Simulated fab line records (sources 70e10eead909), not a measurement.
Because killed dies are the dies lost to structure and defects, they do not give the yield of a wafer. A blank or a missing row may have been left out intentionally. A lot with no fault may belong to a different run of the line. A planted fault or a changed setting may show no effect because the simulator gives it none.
fab line records -- flow nand-harc
record lots=6, wafers=18, last-day=33
route steps=1302 shown A_ONON_D2@548
lots with no fault: from the same line, run without faults
start-h: hours from the record's opening day to when the first of the lot's shown wafers began -- wait-h: hours elapsed since this lot's preceding step -- " same as the row above -- L1.1+2: a single row standing in for several wafers -- - no value present, or no start provided -- * or withheld: withheld -- < > ~ a bound
route shown NAME@n: NAME is a module with steps in the file, n the number in the route of the first one -- usual: mean/standard deviation taken from wafers without a fault -- same: alike in all rows -- chamber/n: place in a boat -- sites: the reading at each site -- _std_site: their standard deviation -- _edge_site: outer sites' mean less inner sites' -- radius-mm: for every site, how far away it sits from the centre of the wafer -- mask NAME#n: copy n -- behind: the last tool/chamber to shape the wafer -- hold: why the lot went on hold/how many hours it stayed there/how the hold came to an end -- device: transistor that didn't switch, given as n, p or np -- end of line: at the end of the route, the tests of the same wafers -- a step with no rows: only its recipe -- killed: not the wafer's yield, but the dies lost to structure and defects at the first sort -- map: the dies of a wafer, with x for killed, . for not killed, _ for no die there
set.NAME: setting as actually run; set.NAME@STEP: the setting as run at that earlier step -- model.NAME: the simulator's own value behind a step, which no gauge read
lots at selected steps of the route; one table per step, one row per wafer
services: the hour from which a tool's chamber was out of use, counted from the record's first day as start-h (under 0 if before that day), plus the number of hours and why
## steps
# step NHARC_A_ONON_D2_THK_MEAS_05
# recipe thk-meas-gauge=ellipsometry
# usual thk-nm=1002/9.9
lot.wafer,tool,chamber,start-h,wait-h,thk-nm
L188.1,film-metro-02,-,298.85,-,1008
L188.4,film-metro-02,-,298.85,-,1010
L188.5,film-metro-02,-,298.85,-,1009
L192.1,film-metro-02,-,349.16,-,1013
L192.2,film-metro-02,-,349.16,-,1013
L192.5,film-metro-02,-,349.16,-,1013
L199.1,film-metro-01,-,418.01,-,1010
L199.2,film-metro-01,-,418.01,-,1010
L199.3,film-metro-01,-,418.01,-,1009
L200.2,film-metro-02,-,429.46,-,993
L200.4,film-metro-02,-,429.46,-,992
L200.5,film-metro-02,-,429.46,-,995
L204.4,film-metro-02,-,457.14,-,998
L204.5,film-metro-02,-,457.14,-,1000
L204.6,film-metro-02,-,457.14,-,1000
L208.1,film-metro-01,-,499.50,-,997
L208.4,film-metro-01,-,499.50,-,997
L208.5,film-metro-01,-,499.50,-,997
# step NHARC_A_ONON_D2_DEP_06
# recipe target-thk-a=10000, n2-flow-sccm=2750, n2o-flow-sccm=2000, nh3-flow-sccm=500, sih4-flow-sccm=210, temp-c=400
# step NHARC_A_ONON_D2_THK_MEAS_08
# recipe thk-meas-gauge=ellipsometry
# usual thk-nm=1000/6.9
lot.wafer,tool,chamber,start-h,wait-h,thk-nm
L188.1,film-metro-01,-,299.42,-,999
L188.4,film-metro-01,-,299.42,-,998
L188.5,film-metro-01,-,299.42,-,998
L192.1,film-metro-02,-,349.73,-,991
L192.2,film-metro-02,-,349.73,-,989
L192.5,film-metro-02,-,349.73,-,990
L199.1,film-metro-02,-,418.58,-,993
L199.2,film-metro-02,-,418.58,-,993
L199.3,film-metro-02,-,418.58,-,992
L200.2,film-metro-01,-,430.03,-,1000
L200.4,film-metro-01,-,430.03,-,998
L200.5,film-metro-01,-,430.03,-,1000
L204.4,film-metro-01,-,457.70,-,998
L204.5,film-metro-01,-,457.70,-,998
L204.6,film-metro-01,-,457.70,-,997
L208.1,film-metro-01,-,500.06,-,1014
L208.4,film-metro-01,-,500.06,-,1015
L208.5,film-metro-01,-,500.06,-,1015
# step NHARC_A_ONON_D2_DEP_09
# recipe target-thk-a=10000, n2-flow-sccm=2750, n2o-flow-sccm=2000, nh3-flow-sccm=500, sih4-flow-sccm=210, temp-c=400
# step NHARC_A_ONON_D2_THK_MEAS_11
# recipe thk-meas-gauge=ellipsometry
# usual thk-nm=997/8.9
lot.wafer,tool,chamber,start-h,wait-h,thk-nm
L188.1,film-metro-01,-,299.98,-,989
L188.4,film-metro-01,-,299.98,-,990
L188.5,film-metro-01,-,299.98,-,991
L192.1,film-metro-01,-,350.29,-,989
L192.2,film-metro-01,-,350.29,-,990
L192.5,film-metro-01,-,350.29,-,991
L199.1,film-metro-02,-,419.15,-,1007
L199.2,film-metro-02,-,419.15,-,1007
L199.3,film-metro-02,-,419.15,-,1008
L200.2,film-metro-02,-,430.59,-,988
L200.4,film-metro-02,-,430.59,-,988
L200.5,film-metro-02,-,430.59,-,986
L204.4,film-metro-01,-,458.27,-,1008
L204.5,film-metro-01,-,458.27,-,1006
L204.6,film-metro-01,-,458.27,-,1008
L208.1,film-metro-02,-,500.63,-,995
L208.4,film-metro-02,-,500.63,-,994
L208.5,film-metro-02,-,500.63,-,992
# step NHARC_A_ONON_D2_DEP_12
# recipe target-thk-a=10000, n2-flow-sccm=2750, n2o-flow-sccm=2000, nh3-flow-sccm=500, sih4-flow-sccm=210, temp-c=400
# step NHARC_A_ONON_D2_THK_MEAS_14
# recipe thk-meas-gauge=ellipsometry
# usual thk-nm=997/8.2
lot.wafer,tool,chamber,start-h,wait-h,thk-nm
L188.1,film-metro-02,-,300.55,-,998
L188.4,film-metro-02,-,300.55,-,996
L188.5,film-metro-02,-,300.55,-,997
L192.1,film-metro-02,-,350.86,-,1003
L192.2,film-metro-02,-,350.86,-,1001
L192.5,film-metro-02,-,350.86,-,1002
L199.1,film-metro-02,-,419.71,-,1014
L199.2,film-metro-02,-,419.71,-,1012
L199.3,film-metro-02,-,419.71,-,1014
L200.2,film-metro-01,-,431.15,-,990
L200.4,film-metro-01,-,431.15,-,990
L200.5,film-metro-01,-,431.15,-,990
L204.4,film-metro-02,-,458.97,-,1000
L204.5,film-metro-02,-,458.97,-,1000
L204.6,film-metro-02,-,458.97,-,1000
L208.1,film-metro-02,-,501.19,-,1000
L208.4,film-metro-02,-,501.19,-,1002
L208.5,film-metro-02,-,501.19,-,999
# step NHARC_A_ONON_D2_ANNEAL_15
# recipe temp-c=750, time-s=3600
# step NHARC_A_ONON_D2_DEP_16
# recipe target-thk-a=10000, n2-flow-sccm=2750, n2o-flow-sccm=2000, nh3-flow-sccm=500, sih4-flow-sccm=210, temp-c=400
# step NHARC_A_ONON_D2_THK_MEAS_18
# recipe thk-meas-gauge=ellipsometry
# usual thk-nm=1002/8
lot.wafer,tool,chamber,start-h,wait-h,thk-nm
L188.1,film-metro-01,-,308.97,-,1001
L188.4,film-metro-01,-,308.97,-,1000
L188.5,film-metro-01,-,308.97,-,1000
L192.1,film-metro-02,-,358.19,-,988
L192.2,film-metro-02,-,358.19,-,988
L192.5,film-metro-02,-,358.19,-,989
L199.1,film-metro-02,-,426.85,-,1008
L199.2,film-metro-02,-,426.85,-,1007
L199.3,film-metro-02,-,426.85,-,1007
L200.2,film-metro-02,-,438.77,-,1001
L200.4,film-metro-02,-,438.77,-,1000
L200.5,film-metro-02,-,438.77,-,1002
L204.4,film-metro-01,-,466.35,-,1000
L204.5,film-metro-01,-,466.35,-,999
L204.6,film-metro-01,-,466.35,-,998
L208.1,film-metro-01,-,508.47,-,996
L208.4,film-metro-01,-,508.47,-,997
L208.5,film-metro-01,-,508.47,-,995
# step NHARC_A_ONON_D2_DEP_19
# recipe target-thk-a=10000, n2-flow-sccm=2750, n2o-flow-sccm=2000, nh3-flow-sccm=500, sih4-flow-sccm=210, temp-c=400
# step NHARC_A_ONON_D2_THK_MEAS_21
# recipe thk-meas-gauge=ellipsometry
# usual thk-nm=999/11
lot.wafer,tool,chamber,start-h,wait-h,thk-nm
L188.1,film-metro-02,-,309.53,-,1018
L188.4,film-metro-02,-,309.53,-,1018
L188.5,film-metro-02,-,309.53,-,1019
L192.1,film-metro-01,-,358.75,-,998
L192.2,film-metro-01,-,358.75,-,1000
L192.5,film-metro-01,-,358.75,-,999
L199.1,film-metro-01,-,427.42,-,976
L199.2,film-metro-01,-,427.42,-,976
L199.3,film-metro-01,-,427.42,-,977
L200.2,film-metro-02,-,439.33,-,1022
L200.4,film-metro-02,-,439.33,-,1023
L200.5,film-metro-02,-,439.33,-,1023
L204.4,film-metro-02,-,466.92,-,990
L204.5,film-metro-02,-,466.92,-,991
L204.6,film-metro-02,-,466.92,-,990
L208.1,film-metro-01,-,509.03,-,985
L208.4,film-metro-01,-,509.03,-,985
L208.5,film-metro-01,-,509.03,-,985
# step NHARC_A_ONON_D2_DEP_22
# recipe target-thk-a=10000, n2-flow-sccm=2750, n2o-flow-sccm=2000, nh3-flow-sccm=500, sih4-flow-sccm=210, temp-c=400
# usual sih4-flow-sccm=209.9/0.66
lot.wafer,tool,chamber,start-h,wait-h,sih4-flow-sccm
L188.1,pecvd-onon-04,0,309.59,0.1,210.6
L188.4,pecvd-onon-04,0,309.59,0.1,210.0
L188.5,pecvd-onon-04,0,309.59,0.1,209.7
L192.1,pecvd-onon-04,0,358.81,0.1,208.8
L192.2,pecvd-onon-04,0,358.81,0.1,210.0
L192.5,pecvd-onon-04,0,358.81,0.1,210.0
L199.1,pecvd-onon-01,0,427.47,0.1,211.1
L199.2,pecvd-onon-01,0,427.47,0.1,209.9
L199.3,pecvd-onon-01,0,427.47,0.1,210.8
L200.2,pecvd-onon-01,0,439.45,0.1,210.2
L200.4,pecvd-onon-01,0,439.45,0.1,211.0
L200.5,pecvd-onon-01,0,439.45,0.1,210.1
L204.4,pecvd-onon-01,0,467.15,0.2,210.3
L204.5,pecvd-onon-01,0,467.15,0.2,209.5
L204.6,pecvd-onon-01,0,467.15,0.2,208.5
L208.1,pecvd-onon-03,0,509.08,0.1,208.7
L208.4,pecvd-onon-03,0,509.08,0.1,209.2
L208.5,pecvd-onon-03,0,509.08,0.1,208.9
# step NHARC_A_ONON_D2_THK_MEAS_24
# recipe thk-meas-gauge=ellipsometry
# usual thk-nm=1003/9.4
lot.wafer,tool,chamber,start-h,wait-h,thk-nm
L188.1,film-metro-02,-,310.10,-,1005
L188.4,film-metro-02,-,310.10,-,1004
L188.5,film-metro-02,-,310.10,-,1004
L192.1,film-metro-02,-,359.31,-,1009
L192.2,film-metro-02,-,359.31,-,1009
L192.5,film-metro-02,-,359.31,-,1008
L199.1,film-metro-01,-,427.98,-,992
L199.2,film-metro-01,-,427.98,-,993
L199.3,film-metro-01,-,427.98,-,991
L200.2,film-metro-01,-,439.90,-,938
L200.4,film-metro-01,-,439.90,-,940
L200.5,film-metro-01,-,439.90,-,938
L204.4,film-metro-02,-,467.48,-,955
L204.5,film-metro-02,-,467.48,-,956
L204.6,film-metro-02,-,467.48,-,953
L208.1,film-metro-01,-,509.59,-,1004
L208.4,film-metro-01,-,509.59,-,1004
L208.5,film-metro-01,-,509.59,-,1007
# step NHARC_A_ONON_D2_DEP_25
# recipe target-thk-a=10000, n2-flow-sccm=2750, n2o-flow-sccm=2000, nh3-flow-sccm=500, sih4-flow-sccm=210, temp-c=400
## services
tool,chamber,start-h,hours,kind
pecvd-onon-04,-,311.20,13.0,pm
pecvd-onon-04,-,363.54,1.1,repair
pecvd-onon-03,-,408.15,13.0,pm
pecvd-onon-03,-,429.41,1.6,repair
pecvd-onon-01,-,450.54,13.0,pm
pecvd-onon-04,-,492.20,13.0,pm
## key
first-sign step=NHARC_A_ONON_D2_THK_MEAS_24, reading=thk-nm, direction=down, sigmas=6, usual=1003, struck=947
effect none on later readings
met-at NHARC_A_ONON_D2_DEP_22
struck-wafers L200.2,L200.4,L200.5,L204.4,L204.5,L204.6
later-rows-left-out L200.2,L200.4,L200.5,L204.4,L204.5,L204.6
sort-left-out L200.2,L200.4,L200.5,L204.4,L204.5,L204.6
tester-left-out L200,L204
onset-between 427.47 439.45
fault kind=process-parameter-drift, tool=pecvd-onon-01, chamber=-, onset-h=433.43, steps=NHARC_A_ONON_D2_DEP_22, channel=target-thk-a, offset=*, shape=step, end-h=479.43, acts-in=*, stated=*
# tester-left-out: of these lots the tester's yield and bins aren't shown, on N5 and GAA mostly nor the transistor test; their killed dies are dies lost to structure and defects alone, not to doping, threshold or leakage, so they don't give the yield
# sort-left-out: the simulated sort isn't trusted on such a fault, so these wafers' sort isn't shown, and their yield isn't known
# later-rows-left-out: the simulator's readings of these wafers behind a module that went badly wrong aren't trusted and aren't shown, but for the sort
